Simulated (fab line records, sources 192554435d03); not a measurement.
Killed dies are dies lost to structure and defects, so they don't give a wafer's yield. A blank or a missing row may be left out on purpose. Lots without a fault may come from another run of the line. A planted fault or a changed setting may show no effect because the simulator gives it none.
A sampling plan put to the test | flow n5_finfet | one fab line, 26 faults that these records tell of, each judged on the records of the lots that it struck
The plan is the line's own looks: the steps of the route at which a gauge or an inspection reads the wafer and doesn't change it. A look can be judged if struck wafers have a number there and the file gives its usual mean and standard deviation on fault-free wafers. Caught: at a look after the fault's first step, the mean of the struck wafers lies 4 or more of those standard deviations (sigma) from the usual mean. On the tool: the same test on the tool's own readings at the fault's steps. Another recipe on the struck wafers, or a record that is blank for them alone, also counts as caught.

THE FAULTS, as the simulator had put them in
1. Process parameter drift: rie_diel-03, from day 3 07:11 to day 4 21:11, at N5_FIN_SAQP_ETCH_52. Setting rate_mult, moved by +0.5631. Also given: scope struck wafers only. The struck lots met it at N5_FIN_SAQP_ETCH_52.
2. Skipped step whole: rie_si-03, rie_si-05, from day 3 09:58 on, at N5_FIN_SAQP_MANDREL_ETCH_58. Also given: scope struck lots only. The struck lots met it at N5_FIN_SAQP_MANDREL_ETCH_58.
3. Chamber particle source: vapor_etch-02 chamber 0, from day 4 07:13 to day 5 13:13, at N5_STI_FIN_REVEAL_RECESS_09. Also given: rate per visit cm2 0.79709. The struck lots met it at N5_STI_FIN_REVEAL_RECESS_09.
4. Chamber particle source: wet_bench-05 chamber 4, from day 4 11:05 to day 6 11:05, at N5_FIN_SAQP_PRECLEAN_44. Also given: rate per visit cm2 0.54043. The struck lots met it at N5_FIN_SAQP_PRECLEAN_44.
5. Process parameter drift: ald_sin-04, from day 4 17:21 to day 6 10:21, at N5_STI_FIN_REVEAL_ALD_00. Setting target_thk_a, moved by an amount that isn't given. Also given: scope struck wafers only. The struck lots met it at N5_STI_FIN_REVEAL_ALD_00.
6. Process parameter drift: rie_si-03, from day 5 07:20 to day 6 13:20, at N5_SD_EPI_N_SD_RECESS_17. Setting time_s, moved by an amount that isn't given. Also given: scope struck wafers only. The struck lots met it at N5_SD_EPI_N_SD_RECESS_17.
7. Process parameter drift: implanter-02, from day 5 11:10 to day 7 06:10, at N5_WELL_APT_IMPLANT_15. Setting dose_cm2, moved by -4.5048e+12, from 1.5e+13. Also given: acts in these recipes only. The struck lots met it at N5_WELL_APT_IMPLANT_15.
8. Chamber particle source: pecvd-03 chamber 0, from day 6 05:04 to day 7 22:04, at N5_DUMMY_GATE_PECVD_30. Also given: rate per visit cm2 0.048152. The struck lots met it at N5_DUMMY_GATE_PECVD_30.
9. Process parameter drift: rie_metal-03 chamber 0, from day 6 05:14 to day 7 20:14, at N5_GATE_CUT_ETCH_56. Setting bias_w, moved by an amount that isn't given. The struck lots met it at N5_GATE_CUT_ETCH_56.
10. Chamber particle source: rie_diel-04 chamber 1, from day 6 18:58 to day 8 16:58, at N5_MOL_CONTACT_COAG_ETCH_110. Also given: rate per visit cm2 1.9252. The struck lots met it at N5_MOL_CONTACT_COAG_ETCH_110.
11. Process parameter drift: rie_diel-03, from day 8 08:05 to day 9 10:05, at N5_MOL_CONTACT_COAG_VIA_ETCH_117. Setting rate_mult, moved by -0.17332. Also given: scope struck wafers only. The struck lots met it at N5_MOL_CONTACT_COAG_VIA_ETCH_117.
12. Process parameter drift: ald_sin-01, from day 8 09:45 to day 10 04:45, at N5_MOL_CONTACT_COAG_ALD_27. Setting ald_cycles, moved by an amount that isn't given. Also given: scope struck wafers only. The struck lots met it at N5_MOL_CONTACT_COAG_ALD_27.
13. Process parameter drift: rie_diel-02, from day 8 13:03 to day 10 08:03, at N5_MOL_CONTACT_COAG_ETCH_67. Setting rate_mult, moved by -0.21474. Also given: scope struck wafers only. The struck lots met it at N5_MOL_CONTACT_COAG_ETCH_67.
14. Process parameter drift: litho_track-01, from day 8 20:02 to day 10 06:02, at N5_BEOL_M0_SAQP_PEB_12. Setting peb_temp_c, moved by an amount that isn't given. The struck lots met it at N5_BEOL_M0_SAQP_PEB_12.
15. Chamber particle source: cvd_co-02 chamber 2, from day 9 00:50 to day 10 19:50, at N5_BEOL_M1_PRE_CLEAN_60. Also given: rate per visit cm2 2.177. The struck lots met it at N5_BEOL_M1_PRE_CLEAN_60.
16. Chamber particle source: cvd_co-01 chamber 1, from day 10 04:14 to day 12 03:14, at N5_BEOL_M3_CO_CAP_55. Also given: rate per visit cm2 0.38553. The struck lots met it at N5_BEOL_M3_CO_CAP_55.
17. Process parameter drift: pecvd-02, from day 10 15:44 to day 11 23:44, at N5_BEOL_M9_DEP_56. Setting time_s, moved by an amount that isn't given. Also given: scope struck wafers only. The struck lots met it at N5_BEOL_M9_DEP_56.
18. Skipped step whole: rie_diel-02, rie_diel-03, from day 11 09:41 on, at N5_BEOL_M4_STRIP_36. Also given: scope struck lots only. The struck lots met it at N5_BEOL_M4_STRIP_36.
19. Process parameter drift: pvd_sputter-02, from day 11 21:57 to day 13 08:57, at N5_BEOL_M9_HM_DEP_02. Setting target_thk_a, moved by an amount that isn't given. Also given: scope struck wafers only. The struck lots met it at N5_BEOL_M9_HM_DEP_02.
20. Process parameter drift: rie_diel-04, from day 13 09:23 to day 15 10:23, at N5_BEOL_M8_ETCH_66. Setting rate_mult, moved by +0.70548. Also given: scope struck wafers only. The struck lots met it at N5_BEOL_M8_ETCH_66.
21. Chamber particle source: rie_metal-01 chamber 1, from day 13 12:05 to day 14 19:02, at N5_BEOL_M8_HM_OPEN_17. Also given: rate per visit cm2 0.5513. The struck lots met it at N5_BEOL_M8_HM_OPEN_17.
22. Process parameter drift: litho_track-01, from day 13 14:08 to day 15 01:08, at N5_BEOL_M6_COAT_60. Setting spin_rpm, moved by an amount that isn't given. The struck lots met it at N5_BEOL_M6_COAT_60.
23. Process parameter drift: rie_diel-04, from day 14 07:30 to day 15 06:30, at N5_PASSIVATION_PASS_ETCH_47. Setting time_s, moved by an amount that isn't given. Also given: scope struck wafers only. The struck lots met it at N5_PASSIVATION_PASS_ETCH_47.
24. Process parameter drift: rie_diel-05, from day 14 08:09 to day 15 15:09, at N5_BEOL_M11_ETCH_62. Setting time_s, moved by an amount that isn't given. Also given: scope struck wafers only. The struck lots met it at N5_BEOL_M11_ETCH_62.
25. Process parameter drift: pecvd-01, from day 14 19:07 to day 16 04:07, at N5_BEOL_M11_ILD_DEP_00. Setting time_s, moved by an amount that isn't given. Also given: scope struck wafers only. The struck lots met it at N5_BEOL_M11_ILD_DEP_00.
26. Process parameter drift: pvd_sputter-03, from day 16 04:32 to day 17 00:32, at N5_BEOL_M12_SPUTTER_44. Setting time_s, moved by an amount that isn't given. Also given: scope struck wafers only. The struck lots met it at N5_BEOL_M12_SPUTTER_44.

WHAT THE PLAN SAW
fault | on the tool itself                               | first look that catches it                      | reading, sigma                                    | median hours from its first step to that look | hours from the fault's start to the first struck lot there | judged looks passed uncaught
1     | under 2 sigma                                    | not the one look that can be judged after it    | -                                                 | -                                             | -                                                          | 1
2     | the tool's record is blank for the struck wafers | no look after it can be judged                  | -                                                 | -                                             | -                                                          | 0
3     | under 2 sigma                                    | N5_STI_FIN_REVEAL_INSPECT_13                    | raw_defect_count +93                              | 2.8                                           | 6                                                          | 0
4     | under 2 sigma                                    | N5_FIN_SAQP_INSPECT_40                          | raw_defect_count +7.0                             | 7.7                                           | 11                                                         | 3
5     | under 2 sigma                                    | not the one look that can be judged after it    | -                                                 | -                                             | -                                                          | 1
6     | only faintly: HBr_flow_sccm +2.0 sigma           | none of the 2 looks that can be judged after it | strongest: CJ_N at N5_BEOL_M4_RC_MEAS_101, +3.1   | -                                             | -                                                          | 2
7     | dose_ions_cm2 -99 or beyond sigma                | N5_BEOL_M4_RC_MEAS_101                          | CJ_P -5.8                                         | 158.0                                         | 160                                                        | 1
8     | under 2 sigma                                    | N5_SD_EPI_N_INSPECT_11                          | raw_defect_count +27                              | 2.8                                           | 36                                                         | 0
9     | bias_w -71 sigma                                 | not the one look that can be judged after it    | -                                                 | -                                             | -                                                          | 1
10    | under 2 sigma                                    | no look after it can be judged                  | -                                                 | -                                             | -                                                          | 0
11    | under 2 sigma                                    | none of the 2 looks that can be judged after it | -                                                 | -                                             | -                                                          | 2
12    | run_length_s -99 or beyond sigma                 | not the one look that can be judged after it    | strongest: IOFF_P at N5_BEOL_M4_RC_MEAS_101, +2.2 | -                                             | -                                                          | 1
13    | under 2 sigma                                    | not the one look that can be judged after it    | -                                                 | -                                             | -                                                          | 1
14    | no reading that can be judged                    | N5_BEOL_M0_SAQP_CD_MEAS_14                      | cd_nm +15                                         | 0.1                                           | 5                                                          | 0
15    | only faintly: heater_power_w +2.0 sigma          | N5_BEOL_M1_INSPECT_59                           | raw_defect_count +57                              | 0.3                                           | 34                                                         | 0
16    | under 2 sigma                                    | N5_BEOL_M3_INSPECT_59                           | raw_defect_count +10                              | 0.4                                           | 9                                                          | 0
17    | under 2 sigma                                    | not the one look that can be judged after it    | -                                                 | -                                             | -                                                          | 1
18    | the tool's record is blank for the struck wafers | no look after it can be judged                  | -                                                 | -                                             | -                                                          | 0
19    | under 2 sigma                                    | no look after it can be judged                  | -                                                 | -                                             | -                                                          | 0
20    | under 2 sigma                                    | no look after it can be judged                  | -                                                 | -                                             | -                                                          | 0
21    | only faintly: throttle_valve_pct +2.2 sigma      | N5_BEOL_M8_INSPECT_30                           | raw_defect_count +5.4                             | 3.1                                           | 10                                                         | 0
22    | spin_speed_rpm -99 or beyond sigma               | no look after it can be judged                  | -                                                 | -                                             | -                                                          | 0
23    | run_length_s +99 or beyond sigma                 | no look after it can be judged                  | -                                                 | -                                             | -                                                          | 0
24    | under 2 sigma                                    | no look after it can be judged                  | -                                                 | -                                             | -                                                          | 0
25    | run_length_s +74 sigma                           | N5_BEOL_M11_THK_MEAS_01                         | M11_ILD_THK +55                                   | 0.6                                           | 19                                                         | 0
26    | under 2 sigma                                    | not the one look that can be judged after it    | -                                                 | -                                             | -                                                          | 1
A dash: the fault isn't caught, or these records don't give the number.

Caught at a look: 9 of 26. Caught on the tool: 8 of 26. By one or the other: 15 of 26.
Caught on the tool alone: faults 2, 9, 12, 18, 22, 23.
Caught at a look alone: faults 3, 4, 8, 14, 15, 16, 21.
Caught by neither: faults 1, 5, 6, 10, 11, 13, 17, 19, 20, 24, 26.

THINNER SAMPLING
If the look that catches a fault measured only every second or every third lot, by lot number, the first struck lot would be measured this late in the worst case:
fault | struck lots at that look, in order of time | every lot | every second lot | every third lot
3     | L668, L670                                 | 6 h       | may miss all 2   | may miss all 2
4     | L751                                       | 11 h      | may miss it      | may miss it
7     | L510, L512                                 | 160 h     | may miss all 2   | may miss all 2
8     | L352                                       | 36 h      | may miss it      | may miss it
14    | L722, L723, L724                           | 5 h       | 6 h              | 11 h
15    | L658                                       | 34 h      | may miss it      | may miss it
16    | L211, L214                                 | 9 h       | 28 h             | may miss all 2
21    | L658, L655                                 | 10 h      | 10 h             | may miss all 2
25    | L991, L990, L988                           | 19 h      | 20 h             | may miss all 3
Hours are from the fault's start to the first struck lot that is measured. The limit of 4 sigma was tested on all struck wafers together, so one lot alone may lie under it. Other struck lots may not be in these records.

THE LONGEST TIMED WAY FROM STEP TO LOOK
Fault 7: a median of 158.0 hours passes between N5_WELL_APT_IMPLANT_15 and N5_BEOL_M4_RC_MEAS_101. The look between them that can be judged stayed within 4 sigma: N5_PMOS_HMC_CHANNEL_EPI_CD_MEAS_09.
